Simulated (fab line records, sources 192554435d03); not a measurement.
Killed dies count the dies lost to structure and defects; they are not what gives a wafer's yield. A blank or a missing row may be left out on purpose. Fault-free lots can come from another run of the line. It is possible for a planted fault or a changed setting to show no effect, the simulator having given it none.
Which tool was responsible? / flow n5_finfet / Sampling: 8 lots, 24 wafers, 7 of 1938 route steps

== WHAT THE GAUGES SHOWED, per wafer ==
N5_GATE_CUT_THK_MEAS_24.
lot=L671; measured=day 5 03:46; on=film_metro-01; GC_FILL_THK (nm)=132.6 131.6 132.0
lot=L672; measured=day 5 09:16; on=film_metro-02; GC_FILL_THK (nm)=129.5 133.1 131.0
lot=L674; measured=day 5 21:23; on=film_metro-01; GC_FILL_THK (nm)=220.4 219.3 223.1
lot=L685; measured=day 8 14:28; on=film_metro-02; GC_FILL_THK (nm)=220.3 219.9 222.3
lot=L686; measured=day 9 00:13; on=film_metro-02; GC_FILL_THK (nm)=219.6 218.9 222.7
lot=L687; measured=day 9 03:22; on=film_metro-02; GC_FILL_THK (nm)=221.4 221.0 221.5
lot=L688; measured=day 9 10:58; on=film_metro-02; GC_FILL_THK (nm)=218.6 216.6 220.6
lot=L692; measured=day 10 10:31; on=film_metro-01; GC_FILL_THK (nm)=218.2 219.1 217.0

N5_BEOL_M4_RC_MEAS_101.
lot=L674; measured=day 10 15:43; on=prober-01; DIBL_N (mV/V)=38.0 38.9 37.6; DIBL_P (mV/V)=38.8 39.3 37.4; IOFF_N (nA/um)=0.20 0.21 0.17; IOFF_P (nA/um)=0.24 0.25 0.22; ION_N (uA/um)=697 705 679; ION_P (uA/um)=470 468 458; SS_N (mV/dec)=72.1 71.5 71.4; SS_P (mV/dec)=74.1 74.0 74.1; VT_N (mV)=246 246 249; VT_P (mV)=-249.7 -250.0 -252.2
lot=L685; measured=day 12 03:20; on=prober-01; DIBL_N (mV/V)=36.0 35.6 37.9; DIBL_P (mV/V)=35.1 34.4 37.3; IOFF_N (nA/um)=0.14 0.13 0.18; IOFF_P (nA/um)=0.21 0.20 0.24; ION_N (uA/um)=665 664 685; ION_P (uA/um)=461 459 462; SS_N (mV/dec)=70.5 71.0 71.1; SS_P (mV/dec)=71.8 72.4 73.0; VT_N (mV)=251 253 249; VT_P (mV)=-251.0 -252.6 -247.0
lot=L686; measured=day 12 17:38; on=prober-01; DIBL_N (mV/V)=35.2 35.4 36.0; DIBL_P (mV/V)=34.0 34.4 35.0; IOFF_N (nA/um)=0.14 0.14 0.16; IOFF_P (nA/um)=0.20 0.20 0.22; ION_N (uA/um)=668 670 685; ION_P (uA/um)=466 470 478; SS_N (mV/dec)=71.4 70.9 71.8; SS_P (mV/dec)=72.5 72.0 72.4; VT_N (mV)=251 250 248; VT_P (mV)=-248.6 -248.9 -248.1
lot=L687; measured=day 12 17:35; on=prober-02; DIBL_N (mV/V)=34.9 37.3 34.2; DIBL_P (mV/V)=35.1 38.4 34.0; IOFF_N (nA/um)=0.15 0.20 0.14; IOFF_P (nA/um)=0.21 0.25 0.18; ION_N (uA/um)=681 686 664; ION_P (uA/um)=469 470 462; SS_N (mV/dec)=71.1 71.6 71.3; SS_P (mV/dec)=72.8 73.8 72.1; VT_N (mV)=247 247 251; VT_P (mV)=-249.8 -248.2 -254.4
lot=L688; measured=day 12 20:28; on=prober-01; DIBL_N (mV/V)=38.0 38.1 37.2; DIBL_P (mV/V)=37.9 39.2 37.7; IOFF_N (nA/um)=0.18 0.18 0.17; IOFF_P (nA/um)=0.22 0.24 0.21; ION_N (uA/um)=666 680 685; ION_P (uA/um)=456 475 466; SS_N (mV/dec)=71.7 72.4 71.8; SS_P (mV/dec)=74.5 73.8 73.5; VT_N (mV)=249 248 246; VT_P (mV)=-250.5 -251.5 -250.0
lot=L692; measured=day 14 01:23; on=prober-01; DIBL_N (mV/V)=34.1 34.1 38.3; DIBL_P (mV/V)=35.5 34.8 40.8; IOFF_N (nA/um)=0.14 0.14 0.23; IOFF_P (nA/um)=0.20 0.19 0.31; ION_N (uA/um)=680 661 698; ION_P (uA/um)=469 457 477; SS_N (mV/dec)=71.8 71.4 71.7; SS_P (mV/dec)=72.6 72.4 73.5; VT_N (mV)=250 249 245; VT_P (mV)=-250.0 -249.1 -246.5

== WHICH TOOL RAN EACH LOT (tool, then ch and the chambers of the sampled wafers, then the start) ==
lot=L671; N5_GATE_CUT_ETCH_36=rie_diel-04 ch 1,2,3, day 5 01:04; N5_GATE_CUT_ETCH_37=rie_diel-04 ch 1,2,3, day 5 01:05; N5_GATE_CUT_STRIP_41=rie_diel-04 ch 1,2,3, day 5 01:14; N5_GATE_CUT_ALD_22=ald_sin-04 ch 0,1,3, day 5 01:51; N5_GATE_CUT_CMP_23=cmp-01 ch 0,1,3, day 5 03:33
lot=L672; N5_GATE_CUT_ETCH_36=rie_diel-06 ch 0,1,2, day 5 06:36; N5_GATE_CUT_ETCH_37=rie_diel-06 ch 0,1,2, day 5 06:37; N5_GATE_CUT_STRIP_41=rie_diel-06 ch 0,1,2, day 5 06:46; N5_GATE_CUT_ALD_22=ald_sin-04 ch 0,2, day 5 07:28; N5_GATE_CUT_CMP_23=cmp-01 ch 1,2,3, day 5 09:00
lot=L674; N5_GATE_CUT_ETCH_36=rie_diel-06 ch 0,1,3, day 5 18:49; N5_GATE_CUT_ETCH_37=rie_diel-06 ch 0,1,3, day 5 18:50; N5_GATE_CUT_STRIP_41=rie_diel-06 ch 0,1,3, day 5 18:59; N5_GATE_CUT_ALD_22=ald_sin-01 ch 0,1,3, day 5 19:35; N5_GATE_CUT_CMP_23=cmp-01 ch 0,1,3, day 5 21:05
lot=L685; N5_GATE_CUT_ETCH_36=rie_diel-03 ch 1,2, day 8 11:53; N5_GATE_CUT_ETCH_37=rie_diel-03 ch 1,2, day 8 11:55; N5_GATE_CUT_STRIP_41=rie_diel-03 ch 1,2, day 8 12:04; N5_GATE_CUT_ALD_22=ald_sin-01 ch 0,2,3, day 8 12:41; N5_GATE_CUT_CMP_23=cmp-02 ch 0,3, day 8 14:13
lot=L686; N5_GATE_CUT_ETCH_36=rie_diel-03 ch 1,2,3, day 8 21:38; N5_GATE_CUT_ETCH_37=rie_diel-03 ch 1,2,3, day 8 21:40; N5_GATE_CUT_STRIP_41=rie_diel-03 ch 1,2,3, day 8 21:49; N5_GATE_CUT_ALD_22=ald_sin-04 ch 1,2, day 8 22:26; N5_GATE_CUT_CMP_23=cmp-01 ch 0,1,2, day 9 00:02
lot=L687; N5_GATE_CUT_ETCH_36=rie_diel-06 ch 0,1,3, day 9 00:48; N5_GATE_CUT_ETCH_37=rie_diel-06 ch 0,1,3, day 9 00:49; N5_GATE_CUT_STRIP_41=rie_diel-06 ch 0,1,3, day 9 00:58; N5_GATE_CUT_ALD_22=ald_sin-04 ch 0,3, day 9 01:35; N5_GATE_CUT_CMP_23=cmp-04 ch 0,1,3, day 9 03:09
lot=L688; N5_GATE_CUT_ETCH_36=rie_diel-04 ch 1,2,3, day 9 08:00; N5_GATE_CUT_ETCH_37=rie_diel-04 ch 1,2,3, day 9 08:02; N5_GATE_CUT_STRIP_41=rie_diel-04 ch 1,2,3, day 9 08:10; N5_GATE_CUT_ALD_22=ald_sin-01 ch 2,3, day 9 09:04; N5_GATE_CUT_CMP_23=cmp-04 ch 0,1,3, day 9 10:40
lot=L692; N5_GATE_CUT_ETCH_36=rie_diel-04 ch 1,2,3, day 10 07:57; N5_GATE_CUT_ETCH_37=rie_diel-04 ch 1,2,3, day 10 07:59; N5_GATE_CUT_STRIP_41=rie_diel-04 ch 1,2,3, day 10 08:07; N5_GATE_CUT_ALD_22=ald_sin-04 ch 2,3, day 10 08:44; N5_GATE_CUT_CMP_23=cmp-02 ch 0,2,3, day 10 10:18
- N5_GATE_CUT_ETCH_36: etches SiARC in CF4, target depth 13 nm, time 21.7 s.
- N5_GATE_CUT_ETCH_37: etches SOC in N2/H2, target depth 60 nm, overetch 12 nm, time 90 s.
- N5_GATE_CUT_STRIP_41: strips in CF4.
- N5_GATE_CUT_ALD_22: deposits SiNx, target thk 16 nm, pulse time 1 s, ald cycles 320.
- N5_GATE_CUT_CMP_23: polishes, stops on SiO2, t overpolish 23.4 s, target thk 16 nm.

== WHAT THE TOOLS THEMSELVES READ (means of the sampled wafers that have a number; where no wafer has one, the mark that the record gives instead) ==
N5_GATE_CUT_ETCH_36.
lot=L671; tool=rie_diel-04; drypump_motor_current_A (A)=6.0; etch_rf_on_time_s (s)=22.0; oes_product_au (a.u.)=0.63; rf_vpp_V (V)=185.6; showerhead_plenum_p_Torr (Torr)=2.22; throttle_valve_pct (%)=15.77
lot=L672; tool=rie_diel-06; drypump_motor_current_A (A)=5.4; etch_rf_on_time_s (s)=21.7; oes_product_au (a.u.)=0.67; rf_vpp_V (V)=184.0; showerhead_plenum_p_Torr (Torr)=2.13; throttle_valve_pct (%)=15.70
lot=L674; tool=rie_diel-06; drypump_motor_current_A (A)=5.6; etch_rf_on_time_s (s)=22.2; oes_product_au (a.u.)=0.63; rf_vpp_V (V)=182.4; showerhead_plenum_p_Torr (Torr)=2.11; throttle_valve_pct (%)=15.83
lot=L685; tool=rie_diel-03; drypump_motor_current_A (A)=5.7; etch_rf_on_time_s (s)=21.9; oes_product_au (a.u.)=0.67; rf_vpp_V (V)=183.4; showerhead_plenum_p_Torr (Torr)=2.14; throttle_valve_pct (%)=15.57
lot=L686; tool=rie_diel-03; drypump_motor_current_A (A)=5.9; etch_rf_on_time_s (s)=22.2; oes_product_au (a.u.)=0.71; rf_vpp_V (V)=184.9; showerhead_plenum_p_Torr (Torr)=2.16; throttle_valve_pct (%)=15.45
lot=L687; tool=rie_diel-06; drypump_motor_current_A (A)=5.6; etch_rf_on_time_s (s)=22.3; oes_product_au (a.u.)=0.61; rf_vpp_V (V)=183.9; showerhead_plenum_p_Torr (Torr)=2.11; throttle_valve_pct (%)=15.88
lot=L688; tool=rie_diel-04; drypump_motor_current_A (A)=6.0; etch_rf_on_time_s (s)=22.0; oes_product_au (a.u.)=0.61; rf_vpp_V (V)=184.7; showerhead_plenum_p_Torr (Torr)=2.20; throttle_valve_pct (%)=15.82
lot=L692; tool=rie_diel-04; drypump_motor_current_A (A)=6.0; etch_rf_on_time_s (s)=22.0; oes_product_au (a.u.)=0.61; rf_vpp_V (V)=184.8; showerhead_plenum_p_Torr (Torr)=2.20; throttle_valve_pct (%)=15.84

N5_GATE_CUT_ETCH_37.
lot=L671; tool=rie_diel-04; drypump_motor_current_A (A)=6.0; oes_product_au (a.u.)=0.67; rf_vpp_V (V)=526.2; showerhead_plenum_p_Torr (Torr)=2.64; throttle_valve_pct (%)=17.99
lot=L672; tool=rie_diel-06; drypump_motor_current_A (A)=5.4; oes_product_au (a.u.)=0.70; rf_vpp_V (V)=523.4; showerhead_plenum_p_Torr (Torr)=2.52; throttle_valve_pct (%)=17.91
lot=L674; tool=rie_diel-06; drypump_motor_current_A (A)=5.6; oes_product_au (a.u.)=0.66; rf_vpp_V (V)=522.7; showerhead_plenum_p_Torr (Torr)=2.50; throttle_valve_pct (%)=18.07
lot=L685; tool=rie_diel-03; drypump_motor_current_A (A)=5.7; oes_product_au (a.u.)=0.70; rf_vpp_V (V)=523.3; showerhead_plenum_p_Torr (Torr)=2.53; throttle_valve_pct (%)=17.72
lot=L686; tool=rie_diel-03; drypump_motor_current_A (A)=5.9; oes_product_au (a.u.)=0.74; rf_vpp_V (V)=525.0; showerhead_plenum_p_Torr (Torr)=2.57; throttle_valve_pct (%)=17.63
lot=L687; tool=rie_diel-06; drypump_motor_current_A (A)=5.6; oes_product_au (a.u.)=0.66; rf_vpp_V (V)=521.4; showerhead_plenum_p_Torr (Torr)=2.50; throttle_valve_pct (%)=18.08
lot=L688; tool=rie_diel-04; drypump_motor_current_A (A)=6.0; oes_product_au (a.u.)=0.65; rf_vpp_V (V)=527.2; showerhead_plenum_p_Torr (Torr)=2.63; throttle_valve_pct (%)=18.03
lot=L692; tool=rie_diel-04; drypump_motor_current_A (A)=6.0; oes_product_au (a.u.)=0.65; rf_vpp_V (V)=527.0; showerhead_plenum_p_Torr (Torr)=2.63; throttle_valve_pct (%)=18.05

N5_GATE_CUT_STRIP_41.
lot=L671; tool=rie_diel-04; drypump_motor_current_A (A)=6.0; oes_product_au (a.u.)=0.174; rf_vpp_V (V)=272.0; showerhead_plenum_p_Torr (Torr)=1.85; throttle_valve_pct (%)=13.71
lot=L672; tool=rie_diel-06; drypump_motor_current_A (A)=5.4; oes_product_au (a.u.)=0.186; rf_vpp_V (V)=271.0; showerhead_plenum_p_Torr (Torr)=1.78; throttle_valve_pct (%)=13.65
lot=L674; tool=rie_diel-06; drypump_motor_current_A (A)=5.6; oes_product_au (a.u.)=0.173; rf_vpp_V (V)=270.8; showerhead_plenum_p_Torr (Torr)=1.77; throttle_valve_pct (%)=13.80
lot=L685; tool=rie_diel-03; drypump_motor_current_A (A)=5.7; oes_product_au (a.u.)=0.180; rf_vpp_V (V)=270.3; showerhead_plenum_p_Torr (Torr)=1.79; throttle_valve_pct (%)=13.53
lot=L686; tool=rie_diel-03; drypump_motor_current_A (A)=5.9; oes_product_au (a.u.)=0.191; rf_vpp_V (V)=271.2; showerhead_plenum_p_Torr (Torr)=1.81; throttle_valve_pct (%)=13.41
lot=L687; tool=rie_diel-06; drypump_motor_current_A (A)=5.6; oes_product_au (a.u.)=0.172; rf_vpp_V (V)=270.9; showerhead_plenum_p_Torr (Torr)=1.76; throttle_valve_pct (%)=13.85
lot=L688; tool=rie_diel-04; drypump_motor_current_A (A)=6.0; oes_product_au (a.u.)=0.163; rf_vpp_V (V)=272.1; showerhead_plenum_p_Torr (Torr)=1.84; throttle_valve_pct (%)=13.79
lot=L692; tool=rie_diel-04; drypump_motor_current_A (A)=6.0; oes_product_au (a.u.)=0.164; rf_vpp_V (V)=272.1; showerhead_plenum_p_Torr (Torr)=1.84; throttle_valve_pct (%)=13.81

N5_GATE_CUT_ALD_22.
lot=L671; tool=ald_sin-04; chamber_pressure_Torr (Torr)=-; heater_power_w (W)=-; precursor_pulse_height_rel=-
lot=L672; tool=ald_sin-04; chamber_pressure_Torr (Torr)=-; heater_power_w (W)=-; precursor_pulse_height_rel=-
lot=L674; tool=ald_sin-01; chamber_pressure_Torr (Torr)=1.998; heater_power_w (W)=829; precursor_pulse_height_rel=0.987
lot=L685; tool=ald_sin-01; chamber_pressure_Torr (Torr)=2.002; heater_power_w (W)=885; precursor_pulse_height_rel=0.998
lot=L686; tool=ald_sin-04; chamber_pressure_Torr (Torr)=2.000; heater_power_w (W)=920; precursor_pulse_height_rel=1.013
lot=L687; tool=ald_sin-04; chamber_pressure_Torr (Torr)=1.999; heater_power_w (W)=845; precursor_pulse_height_rel=1.022
lot=L688; tool=ald_sin-01; chamber_pressure_Torr (Torr)=2.001; heater_power_w (W)=940; precursor_pulse_height_rel=0.997
lot=L692; tool=ald_sin-04; chamber_pressure_Torr (Torr)=1.999; heater_power_w (W)=1004; precursor_pulse_height_rel=1.007

N5_GATE_CUT_CMP_23.
lot=L671; tool=cmp-01; motor_current_A (A)=9.4; retaining_ring_pressure_frac=0.998; time_to_endpoint_s (s)=132.7
lot=L672; tool=cmp-01; motor_current_A (A)=9.1; retaining_ring_pressure_frac=1.001; time_to_endpoint_s (s)=125.6
lot=L674; tool=cmp-01; motor_current_A (A)=9.3; retaining_ring_pressure_frac=1.002; time_to_endpoint_s (s)=21.4
lot=L685; tool=cmp-02; motor_current_A (A)=9.8; retaining_ring_pressure_frac=0.999; time_to_endpoint_s (s)=18.1
lot=L686; tool=cmp-01; motor_current_A (A)=9.0; retaining_ring_pressure_frac=0.995; time_to_endpoint_s (s)=22.3
lot=L687; tool=cmp-04; motor_current_A (A)=9.9; retaining_ring_pressure_frac=1.001; time_to_endpoint_s (s)=18.5
lot=L688; tool=cmp-04; motor_current_A (A)=10.0; retaining_ring_pressure_frac=1.002; time_to_endpoint_s (s)=16.5
lot=L692; tool=cmp-02; motor_current_A (A)=10.0; retaining_ring_pressure_frac=0.997; time_to_endpoint_s (s)=24.2

== THE ANSWER, worked out from the rows above alone ==
Rule: usual is defined by the lots themselves. Put in order of their means at a reading, lots are off if they are a third of the lots or fewer, leave a main group of 4 or more, and stand apart from it by a gap of 3 or more times the standard deviation of the main group's means; of several such gaps the widest counts. A main group is skipped when, at the precision printed for the reading in the tables above, its means are all equal. A lot without any number at a reading at which 4 lots or more have one is off too. Any other lot the step has rows for is counted as sound. The gauges are gone through in route order, then the tools' own readings, and for those a lot's mean is taken as printed above. At the first step where some lot is off, the reading lying furthest off is the one used; lots without a number count as furthest.
Off: L671, L672, at N5_GATE_CUT_THK_MEAS_24 (GC_FILL_THK). The main group has a mean of 220.0 nm with a standard deviation of 1.2.
A tool fits if, at a process step before that reading, it ran every lot that is off, and no sound lot after the first of them. The gauges at N5_GATE_CUT_THK_MEAS_24 aren't tried: what is off there is off at N5_GATE_CUT_ALD_22 too, on other tools, and a gauge's error can't cause that. Of those tried, none fits.

== WHAT THE SIMULATOR HAD PUT IN ==
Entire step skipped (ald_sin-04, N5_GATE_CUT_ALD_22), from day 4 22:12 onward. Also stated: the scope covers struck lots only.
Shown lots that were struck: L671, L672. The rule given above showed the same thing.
